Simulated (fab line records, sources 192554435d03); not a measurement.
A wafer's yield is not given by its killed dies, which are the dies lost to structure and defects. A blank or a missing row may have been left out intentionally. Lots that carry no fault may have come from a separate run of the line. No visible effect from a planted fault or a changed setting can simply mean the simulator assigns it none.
Lot-split experiment :: flow n5_finfet :: route with 1938 steps; 7 lots, 39 wafers read

ABOUT THE SPLIT
At N5_SD_EPI_N_ETCH_45 (etches SiOCN in CH3F/O2, target depth 6 nm), the setting target_depth_a was moved away from the recipe's 60 angstrom on 15 of the 39 wafers read, by -53.2% to +47.8%. All remaining wafers had this setting at the recipe value.

The split's own step is where the reading is taken.

THE READING
etch.depth_nm (the simulator's own value, which no gauge read), in nm, at N5_SD_EPI_N_ETCH_45 (etches SiOCN in CH3F/O2, target depth 6 nm). The file does not state a usual value for it. Across the 24 wafers here that went through the recipe, the average is 6.029 nm and the standard deviation 0.19 nm.

wafer: L074.1
tool, chamber at the split: rie_diel-02, 1
target_depth_a as run, angstrom: 88.65
against the recipe: +47.8%
etch.depth_nm, nm: 8.537
against lot-mates on the recipe: +2.562

wafer: L074.2
tool, chamber at the split: rie_diel-02, 3
target_depth_a as run, angstrom: 60
against the recipe: recipe
etch.depth_nm, nm: 6.27
against lot-mates on the recipe: -

wafer: L074.3
tool, chamber at the split: rie_diel-02, 2
target_depth_a as run, angstrom: 60
against the recipe: recipe
etch.depth_nm, nm: 5.956
against lot-mates on the recipe: -

wafer: L074.4
tool, chamber at the split: rie_diel-02, 0
target_depth_a as run, angstrom: 88.65
against the recipe: +47.8%
etch.depth_nm, nm: 9.078
against lot-mates on the recipe: +3.103

wafer: L074.5
tool, chamber at the split: rie_diel-02, 0
target_depth_a as run, angstrom: 88.65
against the recipe: +47.8%
etch.depth_nm, nm: 9.048
against lot-mates on the recipe: +3.073

wafer: L074.6
tool, chamber at the split: rie_diel-02, 1
target_depth_a as run, angstrom: 60
against the recipe: recipe
etch.depth_nm, nm: 5.698
against lot-mates on the recipe: -

wafer: L077.1
tool, chamber at the split: rie_diel-02, 2
target_depth_a as run, angstrom: 60
against the recipe: recipe
etch.depth_nm, nm: 6.039
against lot-mates on the recipe: -

wafer: L077.2
tool, chamber at the split: rie_diel-02, 1
target_depth_a as run, angstrom: 75.02
against the recipe: +25.0%
etch.depth_nm, nm: 7.263
against lot-mates on the recipe: +1.127

wafer: L077.3
tool, chamber at the split: rie_diel-02, 0
target_depth_a as run, angstrom: 75.02
against the recipe: +25.0%
etch.depth_nm, nm: 7.654
against lot-mates on the recipe: +1.518

wafer: L077.4
tool, chamber at the split: rie_diel-02, 3
target_depth_a as run, angstrom: 75.02
against the recipe: +25.0%
etch.depth_nm, nm: 7.91
against lot-mates on the recipe: +1.774

wafer: L077.5
tool, chamber at the split: rie_diel-02, 3
target_depth_a as run, angstrom: 60
against the recipe: recipe
etch.depth_nm, nm: 6.344
against lot-mates on the recipe: -

wafer: L077.6
tool, chamber at the split: rie_diel-02, 2
target_depth_a as run, angstrom: 60
against the recipe: recipe
etch.depth_nm, nm: 6.024
against lot-mates on the recipe: -

wafer: L079.1
tool, chamber at the split: rie_diel-02, 1
target_depth_a as run, angstrom: 32.7
against the recipe: -45.5%
etch.depth_nm, nm: 3.155
against lot-mates on the recipe: -2.958

wafer: L079.2
tool, chamber at the split: rie_diel-02, 0
target_depth_a as run, angstrom: 32.7
against the recipe: -45.5%
etch.depth_nm, nm: 3.354
against lot-mates on the recipe: -2.759

wafer: L079.3
tool, chamber at the split: rie_diel-02, 2
target_depth_a as run, angstrom: 60
against the recipe: recipe
etch.depth_nm, nm: 5.948
against lot-mates on the recipe: -

wafer: L079.4
tool, chamber at the split: rie_diel-02, 3
target_depth_a as run, angstrom: 60
against the recipe: recipe
etch.depth_nm, nm: 6.264
against lot-mates on the recipe: -

wafer: L079.5
tool, chamber at the split: rie_diel-02, 3
target_depth_a as run, angstrom: 32.7
against the recipe: -45.5%
etch.depth_nm, nm: 3.383
against lot-mates on the recipe: -2.730

wafer: L079.6
tool, chamber at the split: rie_diel-02, 0
target_depth_a as run, angstrom: 60
against the recipe: recipe
etch.depth_nm, nm: 6.126
against lot-mates on the recipe: -

wafer: L082.1
tool, chamber at the split: rie_diel-02, 2
target_depth_a as run, angstrom: 60
against the recipe: recipe
etch.depth_nm, nm: 5.888
against lot-mates on the recipe: -

wafer: L082.3
tool, chamber at the split: rie_diel-02, 1
target_depth_a as run, angstrom: 60
against the recipe: recipe
etch.depth_nm, nm: 5.719
against lot-mates on the recipe: -

wafer: L082.5
tool, chamber at the split: rie_diel-02, 3
target_depth_a as run, angstrom: 60
against the recipe: recipe
etch.depth_nm, nm: 6.165
against lot-mates on the recipe: -

wafer: L088.1
tool, chamber at the split: rie_diel-05, 0
target_depth_a as run, angstrom: 28.1
against the recipe: -53.2%
etch.depth_nm, nm: 2.947
against lot-mates on the recipe: -3.090

wafer: L088.2
tool, chamber at the split: rie_diel-05, 1
target_depth_a as run, angstrom: 60
against the recipe: recipe
etch.depth_nm, nm: 6.052
against lot-mates on the recipe: -

wafer: L088.3
tool, chamber at the split: rie_diel-05, 2
target_depth_a as run, angstrom: 28.1
against the recipe: -53.2%
etch.depth_nm, nm: 2.7
against lot-mates on the recipe: -3.337

wafer: L088.4
tool, chamber at the split: rie_diel-05, 3
target_depth_a as run, angstrom: 60
against the recipe: recipe
etch.depth_nm, nm: 6.041
against lot-mates on the recipe: -

wafer: L088.5
tool, chamber at the split: rie_diel-05, 1
target_depth_a as run, angstrom: 60
against the recipe: recipe
etch.depth_nm, nm: 6.018
against lot-mates on the recipe: -

wafer: L088.6
tool, chamber at the split: rie_diel-05, 2
target_depth_a as run, angstrom: 28.1
against the recipe: -53.2%
etch.depth_nm, nm: 2.697
against lot-mates on the recipe: -3.340

wafer: L096.1
tool, chamber at the split: rie_diel-02, 0
target_depth_a as run, angstrom: 49.85
against the recipe: -16.9%
etch.depth_nm, nm: 5.012
against lot-mates on the recipe: -0.752

wafer: L096.2
tool, chamber at the split: rie_diel-02, 2
target_depth_a as run, angstrom: 60
against the recipe: recipe
etch.depth_nm, nm: 5.878
against lot-mates on the recipe: -

wafer: L096.3
tool, chamber at the split: rie_diel-02, 1
target_depth_a as run, angstrom: 60
against the recipe: recipe
etch.depth_nm, nm: 5.696
against lot-mates on the recipe: -

wafer: L096.4
tool, chamber at the split: rie_diel-02, 1
target_depth_a as run, angstrom: 60
against the recipe: recipe
etch.depth_nm, nm: 5.718
against lot-mates on the recipe: -

wafer: L096.5
tool, chamber at the split: rie_diel-02, 2
target_depth_a as run, angstrom: 49.85
against the recipe: -16.9%
etch.depth_nm, nm: 4.903
against lot-mates on the recipe: -0.861

wafer: L096.6
tool, chamber at the split: rie_diel-02, 0
target_depth_a as run, angstrom: 49.85
against the recipe: -16.9%
etch.depth_nm, nm: 4.989
against lot-mates on the recipe: -0.775

wafer: L097.1
tool, chamber at the split: rie_diel-05, 1
target_depth_a as run, angstrom: 60
against the recipe: recipe
etch.depth_nm, nm: 6.078
against lot-mates on the recipe: -

wafer: L097.2
tool, chamber at the split: rie_diel-05, 3
target_depth_a as run, angstrom: 60
against the recipe: recipe
etch.depth_nm, nm: 6.147
against lot-mates on the recipe: -

wafer: L097.3
tool, chamber at the split: rie_diel-05, 0
target_depth_a as run, angstrom: 60
against the recipe: recipe
etch.depth_nm, nm: 6.279
against lot-mates on the recipe: -

wafer: L097.4
tool, chamber at the split: rie_diel-05, 3
target_depth_a as run, angstrom: 60
against the recipe: recipe
etch.depth_nm, nm: 6.115
against lot-mates on the recipe: -

wafer: L097.5
tool, chamber at the split: rie_diel-05, 0
target_depth_a as run, angstrom: 60
against the recipe: recipe
etch.depth_nm, nm: 6.252
against lot-mates on the recipe: -

wafer: L097.6
tool, chamber at the split: rie_diel-05, 1
target_depth_a as run, angstrom: 60
against the recipe: recipe
etch.depth_nm, nm: 5.989
against lot-mates on the recipe: -

FIT RESULTS
A straight line over all 39 wafers: etch.depth_nm changes by +0.0607 nm for each +1% of target_depth_a; r = +0.99; the points scatter about the line by 0.19 nm.
The same after taking each lot's own level away (the mean of its wafers on the recipe; 39 wafers): +0.0607 nm for each +1%; r = +0.99; scatter 0.17 nm.
The reading moves by 3.2 nm for the largest change in target_depth_a, on that fit.
From 5.7640 to 6.1433 nm: that is the span of the lots' own levels, equal to 2.0 times the standard deviation above.
Hence the lot-to-lot level has little effect on the slope; both slopes agree.
Check: for one of the wafers moved furthest among these (-53.2%), held out of the fit, the line's prediction against its lot-mates is -3.24 nm. It came out at -3.09 nm against them.

THE FILE'S OWN FIT
etch.depth_nm changes by +0.0606 nm for each +1% of target_depth_a, r = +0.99.
